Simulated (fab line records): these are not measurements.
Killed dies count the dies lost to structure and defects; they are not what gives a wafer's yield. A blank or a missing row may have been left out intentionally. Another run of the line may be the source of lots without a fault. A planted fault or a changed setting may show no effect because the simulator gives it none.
Split-lot experiment || flow n5_finfet || 21 wafers read from 7 lots, route of 1938 steps

## ABOUT THE SPLIT
At N5_FIN_CUT_CUT_ETCH_15 (etches Si in HBr/Cl2/O2, target depth 100 nm, bt time 10 s, time 42.4 s), the setting time_s was moved away from the recipe's 42.4 s on 10 of the 21 wafers read, by -20.7% to +16.7%. For the rest of the wafers, this setting stayed at what the recipe calls for.

The reading is taken at the split's own step.

## THE READING
SOC_of_FIN_CUT_COAT_18.thk_nm (the simulator's own value, which no gauge read), in nm, at N5_FIN_CUT_CUT_ETCH_15 (etches Si in HBr/Cl2/O2, target depth 100 nm, bt time 10 s, time 42.4 s). The file does not state a usual value for it. The 11 wafers here that ran the recipe average 170.9 nm, standard deviation 0.75 nm.

{"wafer": "L077.1", "tool, chamber at the split": "rie_si-01, 0", "time_s as run, s": 42.4, "against the recipe": "recipe", "SOC_of_FIN_CUT_COAT_18.thk_nm, nm": 170.8, "against lot-mates on the recipe": "-"}
{"wafer": "L077.4", "tool, chamber at the split": "rie_si-01, 1", "time_s as run, s": 42.4, "against the recipe": "recipe", "SOC_of_FIN_CUT_COAT_18.thk_nm, nm": 172.2, "against lot-mates on the recipe": "-"}
{"wafer": "L077.5", "tool, chamber at the split": "rie_si-01, 3", "time_s as run, s": 42.4, "against the recipe": "recipe", "SOC_of_FIN_CUT_COAT_18.thk_nm, nm": 170.6, "against lot-mates on the recipe": "-"}
{"wafer": "L081.1", "tool, chamber at the split": "rie_si-03, 0", "time_s as run, s": 33.62, "against the recipe": "-20.7%", "SOC_of_FIN_CUT_COAT_18.thk_nm, nm": 177.4, "against lot-mates on the recipe": "+7.6"}
{"wafer": "L081.2", "tool, chamber at the split": "rie_si-03, 1", "time_s as run, s": 33.62, "against the recipe": "-20.7%", "SOC_of_FIN_CUT_COAT_18.thk_nm, nm": 177.8, "against lot-mates on the recipe": "+8.0"}
{"wafer": "L081.3", "tool, chamber at the split": "rie_si-03, 2", "time_s as run, s": 42.4, "against the recipe": "recipe", "SOC_of_FIN_CUT_COAT_18.thk_nm, nm": 169.8, "against lot-mates on the recipe": "-"}
{"wafer": "L083.1", "tool, chamber at the split": "rie_si-03, 1", "time_s as run, s": 49.5, "against the recipe": "+16.7%", "SOC_of_FIN_CUT_COAT_18.thk_nm, nm": 163.4, "against lot-mates on the recipe": -6.2}
{"wafer": "L083.3", "tool, chamber at the split": "rie_si-03, 0", "time_s as run, s": 42.4, "against the recipe": "recipe", "SOC_of_FIN_CUT_COAT_18.thk_nm, nm": 169.6, "against lot-mates on the recipe": "-"}
{"wafer": "L083.4", "tool, chamber at the split": "rie_si-03, 2", "time_s as run, s": 49.5, "against the recipe": "+16.7%", "SOC_of_FIN_CUT_COAT_18.thk_nm, nm": 162.8, "against lot-mates on the recipe": -6.8}
{"wafer": "L085.1", "tool, chamber at the split": "rie_si-05, 3", "time_s as run, s": 38.32, "against the recipe": "-9.6%", "SOC_of_FIN_CUT_COAT_18.thk_nm, nm": 175, "against lot-mates on the recipe": "+3.3"}
{"wafer": "L085.3", "tool, chamber at the split": "rie_si-05, 0", "time_s as run, s": 42.4, "against the recipe": "recipe", "SOC_of_FIN_CUT_COAT_18.thk_nm, nm": 171.6, "against lot-mates on the recipe": "-"}
{"wafer": "L085.4", "tool, chamber at the split": "rie_si-05, 1", "time_s as run, s": 42.4, "against the recipe": "recipe", "SOC_of_FIN_CUT_COAT_18.thk_nm, nm": 171.8, "against lot-mates on the recipe": "-"}
{"wafer": "L095.1", "tool, chamber at the split": "rie_si-03, 1", "time_s as run, s": 42.4, "against the recipe": "recipe", "SOC_of_FIN_CUT_COAT_18.thk_nm, nm": 170.6, "against lot-mates on the recipe": "-"}
{"wafer": "L095.5", "tool, chamber at the split": "rie_si-03, 3", "time_s as run, s": 37.88, "against the recipe": "-10.7%", "SOC_of_FIN_CUT_COAT_18.thk_nm, nm": 174.4, "against lot-mates on the recipe": "+3.6"}
{"wafer": "L095.6", "tool, chamber at the split": "rie_si-03, 2", "time_s as run, s": 42.4, "against the recipe": "recipe", "SOC_of_FIN_CUT_COAT_18.thk_nm, nm": 171, "against lot-mates on the recipe": "-"}
{"wafer": "L096.1", "tool, chamber at the split": "rie_si-03, 3", "time_s as run, s": 35.4, "against the recipe": "-16.5%", "SOC_of_FIN_CUT_COAT_18.thk_nm, nm": 176.6, "against lot-mates on the recipe": "+5.8"}
{"wafer": "L096.2", "tool, chamber at the split": "rie_si-03, 0", "time_s as run, s": 35.4, "against the recipe": "-16.5%", "SOC_of_FIN_CUT_COAT_18.thk_nm, nm": 176.2, "against lot-mates on the recipe": "+5.4"}
{"wafer": "L096.5", "tool, chamber at the split": "rie_si-03, 1", "time_s as run, s": 42.4, "against the recipe": "recipe", "SOC_of_FIN_CUT_COAT_18.thk_nm, nm": 170.8, "against lot-mates on the recipe": "-"}
{"wafer": "L097.3", "tool, chamber at the split": "rie_si-03, 2", "time_s as run, s": 42.4, "against the recipe": "recipe", "SOC_of_FIN_CUT_COAT_18.thk_nm, nm": 171, "against lot-mates on the recipe": "-"}
{"wafer": "L097.5", "tool, chamber at the split": "rie_si-03, 2", "time_s as run, s": 39.06, "against the recipe": "-7.9%", "SOC_of_FIN_CUT_COAT_18.thk_nm, nm": 174, "against lot-mates on the recipe": "+3.0"}
{"wafer": "L097.6", "tool, chamber at the split": "rie_si-03, 1", "time_s as run, s": 39.06, "against the recipe": "-7.9%", "SOC_of_FIN_CUT_COAT_18.thk_nm, nm": 172.2, "against lot-mates on the recipe": "+1.2"}

THE FIT
A straight line over all 21 wafers: SOC_of_FIN_CUT_COAT_18.thk_nm changes by -0.376 nm for each +1% of time_s; r = -0.98; the points scatter about the line by 0.87 nm.
The same after taking each lot's own level away (the mean of its wafers on the recipe; 21 wafers): -0.367 nm for each +1%; r = -0.99; scatter 0.52 nm.
On that fit, the largest move of time_s shifts the reading by 7.6 nm.
From 169.60 to 171.70 nm: that is the span of the lots' own levels, equal to 2.8 times the standard deviation above.
The two slopes are in agreement: the lot-to-lot level therefore moves the slope only a little.
Check: with one of the wafers moved furthest among these (-20.7%) left out of the fit, the line predicts +7.39 nm for it against its lot-mates. It came out at +7.6 nm against them.

## OTHER SPLITS APPLIED TO THESE WAFERS
These wafers also went through other splits before the reading. Each is held against what the fit with the lots' levels taken away leaves over:
{"other split on the same wafers": "N5_ZERO_LAYER_DEVELOP_10 develop_time_s", "wafers away from the commonest value": 8, "r with SOC_of_FIN_CUT_COAT_18.thk_nm (lot level and that fit taken away)": -0.02}
{"other split on the same wafers": "N5_WELL_APT_COAT_02 spin_rpm", "wafers away from the commonest value": 8, "r with SOC_of_FIN_CUT_COAT_18.thk_nm (lot level and that fit taken away)": -0.19}
{"other split on the same wafers": "N5_PMOS_HMC_CHANNEL_EPI_PEB_07 peb_time_s", "wafers away from the commonest value": 7, "r with SOC_of_FIN_CUT_COAT_18.thk_nm (lot level and that fit taken away)": -0.05}
{"other split on the same wafers": "N5_FIN_SAQP_PEB_14 peb_time_s", "wafers away from the commonest value": 6, "r with SOC_of_FIN_CUT_COAT_18.thk_nm (lot level and that fit taken away)": "+0.22"}

## THE WHOLE CHAIN: every reading that the file lists as answering this split, in the file's order
{"step": "N5_FIN_CUT_CUT_ETCH_15", "what it does": "etches Si in HBr/Cl2/O2, target depth 100 nm, bt time 10 s, time 42.4 s", "reading": "etch.depth_nm (the simulator's own value, which no gauge read)", "change (the file's fit)": "+1.01 nm for each +1% of the setting", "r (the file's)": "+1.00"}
{"step": "N5_FIN_CUT_CUT_ETCH_15", "what it does": "etches Si in HBr/Cl2/O2, target depth 100 nm, bt time 10 s, time 42.4 s", "reading": "FIN_CUT.feature_depth_nm (the simulator's own value, which no gauge read)", "change (the file's fit)": "+1.01 nm for each +1% of the setting", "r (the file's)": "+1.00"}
{"step": "N5_FIN_CUT_CUT_ETCH_15", "what it does": "etches Si in HBr/Cl2/O2, target depth 100 nm, bt time 10 s, time 42.4 s", "reading": "SOC_of_FIN_CUT_COAT_18.thk_nm (the simulator's own value, which no gauge read)", "change (the file's fit)": "-0.36 nm for each +1% of the setting", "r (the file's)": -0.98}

## THE FILE'S OWN FIT
SOC_of_FIN_CUT_COAT_18.thk_nm changes by -0.36 nm for each +1% of time_s, r = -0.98.
